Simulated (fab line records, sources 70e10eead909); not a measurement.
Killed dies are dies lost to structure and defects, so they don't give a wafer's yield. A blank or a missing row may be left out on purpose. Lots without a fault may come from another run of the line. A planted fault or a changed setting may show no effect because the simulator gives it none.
fab line records | flow nand_harc
record lots=13 wafers=37 last_day=33
route steps=1302 shown A_CHANNEL_HOLE_D1@476 A_CHANNEL_FILL_D1@492 END@1302
lots that met no fault: from a run of the same line without faults
start_h: hours from the record's first day to the start of the lot's first wafer shown | wait_h: hours since the lot's step before | " the same as in the row above | L1.1+2: a row that stands for several wafers | - no value, or no start given | * or withheld: withheld | < > ~ a bound
route shown NAME@n: a module of which the file shows steps, and the number in the route of the first | usual: mean/standard deviation of fault-free wafers | same: alike in all rows | chamber/n: place in a boat | sites: the reading at each site | _std_site: their standard deviation | _edge_site: outer sites' mean less inner sites' | radius_mm: how far each site lies from the wafer's centre | mask NAME#n: copy n | behind: the tool/chamber that last shaped the wafer | hold: why the lot was held/for how many hours/how that ended | device: the transistor (n, p or np) that didn't switch | end of line: the same wafers' tests at the end of the route | a step without rows: its recipe alone | killed: dies lost to structure and defects at the first sort, not the wafer's yield | map: a wafer's dies, x killed, . not, _ none there
set.NAME: the setting as run; set.NAME@STEP: as run at that earlier step | model.NAME: the simulator's own value behind a step, which no gauge read
steps of the route over a sample of lots; a table a step, a row a wafer
services: from which hour (start_h, from the record's first day; less than 0 if before it) a tool's chamber was out of use, for how many hours, and why
## steps
# step NHARC_A_CHANNEL_HOLE_D1_ETCH_24
# recipe bias_v=5000 source_w=withheld pressure_mtorr=20 time_s=906.2 ar_flow_sccm=375 c4f8_flow_sccm=93.8 o2_flow_sccm=31.2 temp_c=-20 target_depth_a=15000 chemistry=C4F8/O2/Ar
# usual drypump_motor_current_A=5.4/0.51 mfc_ar_sccm=375.2/0.91 o2_flow_sccm=31.18/0.088 oes_air_line_au=0.996/0.021 showerhead_plenum_p_Torr=3.61/0.12 throttle_valve_pct=32.235/0.0082
# columns lot.wafer tool chamber start_h wait_h drypump_motor_current_A mfc_ar_sccm o2_flow_sccm oes_air_line_au rf_hours_counter_h showerhead_plenum_p_Torr throttle_valve_pct
L112.3 har_etch-02 0 190.42 0.6 5.0 373.3 31.18 1.001 - 3.76 32.232
L112.4 " 1 " " 4.8 375.2 31.12 1.009 - 3.46 32.253
L112.6 " 0 " " 5.0 375.5 31.13 0.994 - 3.76 32.251
L111.2 har_etch-01 1 190.88 0.6 5.9 374.3 31.21 1.022 94 3.61 32.236
L111.5 " 1 " " 5.9 375.2 31.17 1.037 - 3.61 32.232
L111.6 " 0 " " 6.0 376.5 31.14 0.965 - 3.73 32.230
L114.1 har_etch-01 0 213.45 0.6 6.0 376.0 31.18 0.976 109 3.72 32.236
L114.2 " 1 " " 5.9 375.1 31.28 1.041 109 3.60 32.233
L114.3 " 0 " " 6.0 374.8 31.19 0.983 - 3.72 32.234
L116.2 har_etch-02 0 234.13 0.6 5.0 375.8 31.23 1.031 315 3.75 32.239
L116.4 " 0 " " 5.0 375.4 31.24 1.013 - 3.75 32.220
L116.5 " 0 " " 5.0 375.6 31.20 1.033 - 3.75 32.222
L118.1 har_etch-02 0 256.12 0.6 5.0 375.3 31.23 1.004 326 3.74 32.234
L118.4 " 1 " " 4.8 375.4 31.16 0.988 - 3.44 32.240
L118.5 " 0 " " 5.0 375.6 31.08 0.994 - 3.74 32.220
L119.1 har_etch-02 1 274.04 0.6 4.8 375.5 31.49 0.990 349 3.44 32.229
L119.2 " 0 " " 5.0 375.4 31.08 0.952 334 3.74 32.232
L119.6 " 1 " " 4.8 375.7 31.45 1.009 - 3.44 32.243
L122.3 har_etch-01 0 288.23 0.6 6.0 376.5 31.28 0.991 - 3.69 32.243
L122.5 " 0 " " 6.1 375.4 31.23 0.987 - 3.70 32.235
L122.6 " 1 " " 5.8 374.6 31.23 0.961 - 3.58 32.225
L121.2 har_etch-02 1 290.53 0.6 4.8 376.2 31.21 1.046 360 3.43 32.232
L121.4 " 1 " " 4.9 375.7 31.25 1.007 - 3.43 32.232
L121.6 " 0 " " 5.0 373.1 31.22 1.002 - 3.73 32.241
L123.2 har_etch-01 0 299.66 0.6 6.0 375.0 31.20 0.993 163 3.69 32.241
L123.3 " 0 " " 6.0 375.1 31.18 1.030 - 3.69 32.244
L123.5 " 1 " " 5.8 375.2 31.10 0.980 - 3.57 32.242
L126.1 har_etch-02 0 324.02 0.6 5.0 375.4 31.15 1.001 364 3.72 32.244
L126.6 " 0 " " 5.0 374.5 31.15 1.012 - 3.72 32.240
L126.5 " 1 " " 4.9 374.9 31.14 1.007 - 3.42 32.234
L125.2 har_etch-01 1 324.94 0.6 5.8 375.0 31.08 0.996 178 3.56 32.229
L125.1 " 0 " " 6.0 375.7 31.13 0.993 178 3.68 32.234
L125.4 " 1 " " 5.9 373.4 31.11 0.985 - 3.56 32.244
L130.1 har_etch-01 0 377.82 0.6 6.0 374.7 31.17 0.991 204 3.67 32.245
L130.6 " 0 " " 6.0 376.2 31.14 0.994 - 3.67 32.253
L133.2 har_etch-02 1 399.66 0.6 4.8 374.9 31.20 0.994 2 3.93 32.230
L133.4 " 1 " " 4.9 374.0 31.12 0.993 - 3.93 32.236
# step NHARC_A_CHANNEL_HOLE_D1_CD_MEAS_30
# usual cd_nm=90.1/1.2
# columns lot.wafer tool chamber start_h wait_h cd_nm
L112.3 cd_sem-03 - 193.55 - 91.9
L112.4 " - " " 91.1
L112.6 " - " " 91.3
L111.2 cd_sem-02 - 194.46 - 90.2
L111.5 " - " " 90.9
L111.6 " - " " 88.4
L114.1 cd_sem-02 - 216.85 - 90.1
L114.2 " - " " 89.6
L114.3 " - " " 88.9
L116.2 cd_sem-01 - 237.58 - 91.5
L116.4 " - " " 89.0
L116.5 " - " " 88.3
L118.1 cd_sem-02 - 259.37 - 90.5
L118.4 " - " " 89.3
L118.5 " - " " 89.4
L119.1 cd_sem-01 - 277.42 - 89.3
L119.2 " - " " 89.4
L119.6 " - " " 89.7
L122.3 cd_sem-01 - 291.35 - 89.2
L122.5 " - " " 89.3
L122.6 " - " " 88.9
L121.2 cd_sem-02 - 293.99 - 89.5
L121.4 " - " " 87.8
L121.6 " - " " 89.4
L123.2 cd_sem-01 - 303.05 - 90.3
L123.3 " - " " 90.1
L123.5 " - " " 91.0
L126.1 cd_sem-02 - 327.40 - 90.5
L126.5 " - " " 90.9
L126.6 " - " " 91.3
L125.1 cd_sem-03 - 328.41 - 91.7
L125.2 " - " " 89.2
L125.4 " - " " 91.4
L130.1 cd_sem-01 - 381.05 - 89.4
L130.6 " - " " 91.0
L133.2 cd_sem-02 - 403.05 - 91.0
L133.4 " - " " 89.5
# step NHARC_A_CHANNEL_FILL_D1_ALD_02
# recipe target_thk_a=60 pulse_time_s=10 ald_cycles=60 temp_c=300 material=SiO2
# usual ald_cycles=60/0 heater_power_w=472/40 precursor_pulse_height_rel=1.001/0.019
# columns lot.wafer tool chamber start_h wait_h ald_cycles heater_power_w precursor_pulse_height_rel
L112.3 ald_hk-03 2 194.07 - 60 449 1.009
L112.4 " 3 " " 60 406 1.011
L112.6 " 0 " " 60 415 1.024
L111.2 ald_hk-01 3 194.89 0.1 60 486 1.015
L111.6 " 3 " " 60 477 0.993
L111.5 " 0 " " 60 410 0.993
L114.3 ald_hk-01 1 217.62 - 60 411 1.010
L114.2 " 2 " " 60 438 1.012
L114.1 " 0 " " 60 412 0.988
L116.2 ald_hk-02 1 237.95 - 60 487 0.958
L116.4 " 3 " " 60 518 1.029
L116.5 " 2 " " 60 465 0.963
L118.4 ald_hk-02 3 259.75 - 60 519 0.983
L118.1 " 2 " " 60 472 1.020
L118.5 " 3 " " 60 508 0.993
L119.2 ald_hk-03 2 277.94 - 60 466 0.997
L119.1 " 3 " " 60 413 1.000
L119.6 " 1 " " 60 493 1.021
L122.3 ald_hk-01 2 291.81 - 60 442 0.973
L122.5 " 1 " " 60 422 1.019
L122.6 " 2 " " 60 445 1.003
L121.4 ald_hk-02 2 294.44 - 60 473 1.007
L121.2 " 3 " " 60 515 1.023
L121.6 " 2 " " 60 470 1.026
L123.3 ald_hk-02 1 303.43 - 60 498 0.977
L123.2 " 0 " " 60 531 0.992
L123.5 " 2 " " 60 476 0.939
L126.1 ald_hk-02 0 327.89 - 60 530 0.972
L126.5 " 3 " " 60 513 0.992
L126.6 " 0 " " 60 528 0.986
L125.2 ald_hk-02 0 329.65 - 60 533 0.955
L125.1 " 2 " " 60 481 1.008
L125.4 " 3 " " 60 516 1.027
L130.1 ald_hk-02 2 381.66 - 68 487 0.988
L130.6 " 0 " " 60 539 0.998
L133.2 ald_hk-02 2 403.43 - 60 482 0.990
L133.4 " 1 " " 68 494 1.011
# step NHARC_A_CHANNEL_FILL_D1_ALD_16
# recipe target_thk_a=15 pulse_time_s=10 ald_cycles=15 temp_c=300 material=SiO2
# usual ald_cycles=15/0 heater_power_w=455/38 precursor_pulse_height_rel=1.001/0.02
# columns lot.wafer tool chamber start_h wait_h ald_cycles heater_power_w precursor_pulse_height_rel
L112.3 ald_hk-01 2 206.18 0.0 15 437 0.976
L112.4 " 3 " " 15 468 1.011
L112.6 " 3 " " 15 473 0.982
L111.2 ald_hk-01 2 206.60 0.5 15 432 1.010
L111.5 " 0 " " 15 415 0.987
L111.6 " 1 " " 15 421 0.992
L114.2 ald_hk-03 2 230.68 0.0 15 485 0.996
L114.3 " 0 " " 15 403 0.974
L114.1 " 1 " " 15 476 1.018
L116.4 ald_hk-01 3 250.54 0.4 15 486 1.014
L116.2 " 1 " " 15 421 0.972
L116.5 " 0 " " 15 416 1.004
L118.1 ald_hk-01 1 271.96 0.1 15 429 0.980
L118.4 " 3 " " 15 485 1.011
L118.5 " 1 " " 15 417 0.963
L119.2 ald_hk-01 1 290.66 0.0 15 421 1.027
L119.1 " 0 " " 15 425 1.007
L119.6 " 2 " " 15 449 1.018
L122.3 ald_hk-02 2 304.00 0.1 15 472 0.993
L122.5 " 0 " " 15 524 1.000
L122.6 " 1 " " 15 498 1.022
L121.2 ald_hk-02 0 304.11 0.2 15 527 0.970
L121.4 " 3 " " 15 508 1.011
L121.6 " 1 " " 15 491 0.996
L123.2 ald_hk-03 3 315.75 0.1 15 416 0.978
L123.3 " 0 " " 15 398 0.991
L123.5 " 3 " " 15 409 0.993
L125.2 ald_hk-03 0 339.98 0.0 15 403 1.011
L125.1 " 1 " " 15 489 1.008
L125.4 " 2 " " 15 475 0.970
L126.1 ald_hk-01 0 339.98 0.0 15 414 1.000
L126.6 " 0 " " 15 403 1.004
L126.5 " 1 " " 15 427 0.997
L130.1 ald_hk-01 1 393.94 0.3 15 412 1.028
L130.6 " 3 " " 15 485 0.996
L133.4 ald_hk-02 1 417.72 2.1 15 482 0.984
L133.2 " 3 " " 15 492 1.013
# step NHARC_END_SORT_01
# recipe temp_c=25
# usual killed_at_array=62/22 killed_at_other=1.0/1.4 killed_at_periphery=4.2/2.8 killed_dies=67/23 killed_open=3.1/1.7 killed_short=2.1/1.5
# same gross_dies=677
# columns lot.wafer tool chamber start_h wait_h killed_at_array killed_at_other killed_at_periphery killed_dies killed_open killed_short
L130.1 prober-02 0 773.93 2.5 52 1 3 56 4 4
# killed by level:class
L130.1 A_CHANNEL_HOLE_D2:chamber_film_flake=19 A_CHANNEL_HOLE_D1:chamber_film_flake=12 A_SLIT:chamber_film_flake=8 A_ZERO_WELL:chamber_film_flake=2 A_CHANNEL_FILL_D1:chamber_film_flake=2 A_DECK1_JOINT:chamber_film_flake=2 P_CONTACT:geometric_particle:open=1 P_CONTACT:geometric_particle:short=1
## services
# columns tool chamber start_h hours kind
ald_hk-02 - 171.85 10.0 pm
ald_hk-02 0 171.85 10.0 vent_cycle
ald_hk-02 1 171.85 10.0 vent_cycle
ald_hk-02 2 171.85 10.0 vent_cycle
ald_hk-02 3 171.85 10.0 vent_cycle
ald_hk-02 0 181.85 - clean
ald_hk-02 1 181.85 - clean
ald_hk-02 2 181.85 - clean
ald_hk-02 3 181.85 - clean
har_etch-01 - 184.79 1.1 repair
ald_hk-03 - 216.51 10.0 pm
ald_hk-01 - 297.79 10.0 pm
ald_hk-02 - 326.68 1.1 repair
ald_hk-02 - 352.90 10.0 pm
ald_hk-02 0 352.90 10.0 vent_cycle
ald_hk-02 1 352.90 10.0 vent_cycle
ald_hk-02 2 352.90 10.0 vent_cycle
ald_hk-02 3 352.90 10.0 vent_cycle
ald_hk-02 0 362.90 - clean
ald_hk-02 1 362.90 - clean
ald_hk-02 2 362.90 - clean
ald_hk-02 3 362.90 - clean
har_etch-02 - 380.54 17.0 pm
ald_hk-03 - 394.51 10.0 pm
## key
first_sign step=NHARC_A_CHANNEL_FILL_D1_ALD_02 reading=ald_cycles direction=up sigmas=99+ usual=60 struck=68
effect none on later readings
met_at NHARC_A_CHANNEL_FILL_D1_ALD_02
struck_lots L130,L133
struck_wafers L130.1,L133.4
tester_left_out L130,L133
not_acting_at NHARC_A_CHANNEL_HOLE_D1_ETCH_24,NHARC_A_CHANNEL_HOLE_D1_CD_MEAS_30,NHARC_A_CHANNEL_FILL_D1_ALD_16
onset_between 329.65 381.66
fault kind=process_parameter_drift tool=ald_hk-02 chamber=- onset_h=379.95 steps=NHARC_A_CHANNEL_FILL_D1_ALD_02 channel=ald_cycles offset=8 shape=step end_h=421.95 scope=struck_wafers_only acts_in=these_recipes_only stated=60
# tester_left_out: of these lots the tester's yield and bins aren't shown, on N5 and GAA mostly nor the transistor test; their killed dies are dies lost to structure and defects alone, not to doping, threshold or leakage, so they don't give the yield
